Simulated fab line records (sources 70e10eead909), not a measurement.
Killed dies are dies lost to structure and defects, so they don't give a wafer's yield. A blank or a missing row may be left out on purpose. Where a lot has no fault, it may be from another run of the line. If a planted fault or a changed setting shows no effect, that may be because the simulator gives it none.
Which tool was responsible? -- flow nandHarc -- Sampling: 13 lots, 39 wafers, 5 of 1302 route steps

== WHAT EACH GAUGE READ, for each wafer ==
NHARC_END_SORT_01.
lot,measured,on,killedAtArray,killedAtOther,killedAtPeriphery,killedDies,killedOpen,killedShort
L403,day 32 07:25,prober-01,156 87 71,5 0 0,4 0 1,165 87 72,2 1 1,5 3 0

== WHICH TOOL RAN EACH LOT (tool, then ch and the chambers of the sampled wafers, then the start) ==
lot,NHARC_A_STAIRCASE_DEP_325,NHARC_THIN_TSV_STRIP_62,NHARC_THIN_TSV_PRE_CLEAN_50,NHARC_THIN_TSV_PVD_51
L386,"pecvd-03 ch 1,2, day 18 20:34","plasmaAsher-02 ch 0,1, day 24 06:13","pvdSputter-01, no start","pvdSputter-01, no start"
L385,"pecvd-04 ch 1,2, day 18 20:34","plasmaAsher-02 ch 0,1, day 24 18:40","pvdSputter-02, no start","pvdSputter-02, no start"
L387,"pecvd-03 ch 0,1,2, day 19 06:49","plasmaAsher-01 ch 0,1, day 24 21:15","pvdSputter-03, no start","pvdSputter-03, no start"
L388,"pecvd-04 ch 0,1, day 19 16:52","plasmaAsher-01 ch 0, day 24 19:54","pvdSputter-03, no start","pvdSputter-03, no start"
L389,"pecvd-02 ch 0,1,2, day 20 07:20","plasmaAsher-02 ch 0,1, day 25 13:39","pvdSputter-03, no start","pvdSputter-03, no start"
L390,"pecvd-03 ch 0,1,2, day 20 07:55","plasmaAsher-01 ch 0,1, day 25 15:08","pvdSputter-02, no start","pvdSputter-02, no start"
L392,"pecvd-03 ch 1,2, day 22 13:27","plasmaAsher-02 ch 0,1, day 28 04:38","pvdSputter-03, no start","pvdSputter-03, no start"
L394,"pecvd-04 ch 0,1, day 22 13:27","plasmaAsher-01 ch 0,1, day 28 05:46","pvdSputter-02, no start","pvdSputter-02, no start"
L393,"pecvd-02 ch 0,1,2, day 22 13:31","plasmaAsher-02 ch 0,1, day 28 03:13","pvdSputter-01, no start","pvdSputter-01, no start"
L395,"pecvd-03 ch 1,2, day 22 14:02","plasmaAsher-02 ch 0,1, day 28 13:08","pvdSputter-02, no start","pvdSputter-02, no start"
L403,"pecvd-03 ch 0,1,2, day 26 08:57","plasmaAsher-01 ch 0,1, day 31 19:02","pvdSputter-02, day 32 07:25 or earlier","pvdSputter-02, day 32 07:25 or earlier"
L408,"pecvd-04 ch 1,2, day 28 09:45","plasmaAsher-02 ch 0,1, day 34 00:02","pvdSputter-03, no start","pvdSputter-03, no start"
L407,"pecvd-02 ch 1,2, day 28 09:45","plasmaAsher-02 ch 0,1, day 33 23:50","pvdSputter-01, no start","pvdSputter-01, no start"
- NHARC_A_STAIRCASE_DEP_325: deposits SiO2, target thk 7200 nm.
- NHARC_THIN_TSV_STRIP_62: strips in N2/H2, time 20 s.
- NHARC_THIN_TSV_PRE_CLEAN_50: time 30 s.
- NHARC_THIN_TSV_PVD_51: deposits Cu, target thk 100 nm.

== WHAT THE TOOLS THEMSELVES READ (means of the sampled wafers that have a number; where no wafer has one, the mark that the record gives instead) ==
NHARC_A_STAIRCASE_DEP_325.
lot,tool,heaterPowerW (W)
L386,pecvd-03,606
L385,pecvd-04,626
L387,pecvd-03,624
L388,pecvd-04,674
L389,pecvd-02,690
L390,pecvd-03,622
L392,pecvd-03,583
L394,pecvd-04,698
L393,pecvd-02,685
L395,pecvd-03,642
L403,pecvd-03,638
L408,pecvd-04,544
L407,pecvd-02,724

NHARC_THIN_TSV_STRIP_62.
lot,tool,drypumpMotorCurrentA (A),heaterPowerW (W)
L386,plasmaAsher-02,6.3,334
L385,plasmaAsher-02,6.3,337
L387,plasmaAsher-01,5.8,318
L388,plasmaAsher-01,5.5,313
L389,plasmaAsher-02,6.0,319
L390,plasmaAsher-01,5.8,310
L392,plasmaAsher-02,6.3,343
L394,plasmaAsher-01,5.9,318
L393,plasmaAsher-02,6.3,345
L395,plasmaAsher-02,6.3,343
L403,plasmaAsher-01,5.8,297
L408,plasmaAsher-02,6.0,304
L407,plasmaAsher-02,6.0,306

NHARC_THIN_TSV_PRE_CLEAN_50.
lot,tool,heaterPowerW (W)
L386,pvdSputter-01,384
L385,pvdSputter-02,408
L387,pvdSputter-03,401
L388,pvdSputter-03,335
L389,pvdSputter-03,377
L390,pvdSputter-02,388
L392,pvdSputter-03,381
L394,pvdSputter-02,419
L393,pvdSputter-01,409
L395,pvdSputter-02,429
L403,pvdSputter-02,445
L408,pvdSputter-03,409
L407,pvdSputter-01,403

NHARC_THIN_TSV_PVD_51.
lot,tool,throttleValvePct (%)
L386,pvdSputter-01,30.0
L385,pvdSputter-02,31.0
L387,pvdSputter-03,30.8
L388,pvdSputter-03,31.3
L389,pvdSputter-03,30.5
L390,pvdSputter-02,30.4
L392,pvdSputter-03,29.7
L394,pvdSputter-02,30.4
L393,pvdSputter-01,31.5
L395,pvdSputter-02,30.9
L403,pvdSputter-02,30.6
L408,pvdSputter-03,30.3
L407,pvdSputter-01,30.1

== THE ANSWER, worked out from the rows above alone ==
Rule: the lots themselves supply what counts as usual. Put in order of their means at a reading, lots are off if they are a third of the lots or fewer, leave a main group of 4 or more, and stand apart from it by a gap of 3 or more times the standard deviation of the main group's means; of several such gaps the widest counts. The tables above print the reading to a certain number of digits; a main group whose means all agree to those digits is not used. Also off: a lot with no number at a reading for which 4 or more lots have one. All remaining lots with rows at the step are treated as sound. The gauges are gone through in route order, then the tools' own readings, and for those a lot's mean is taken as printed above. The first step at which some lot is off is used, and at that step the reading that is off furthest; a lot without a number counts as furthest.
No lot is off on any of the readings shown, so nothing can be concluded from this.

== WHAT THE SIMULATOR PUT IN ==
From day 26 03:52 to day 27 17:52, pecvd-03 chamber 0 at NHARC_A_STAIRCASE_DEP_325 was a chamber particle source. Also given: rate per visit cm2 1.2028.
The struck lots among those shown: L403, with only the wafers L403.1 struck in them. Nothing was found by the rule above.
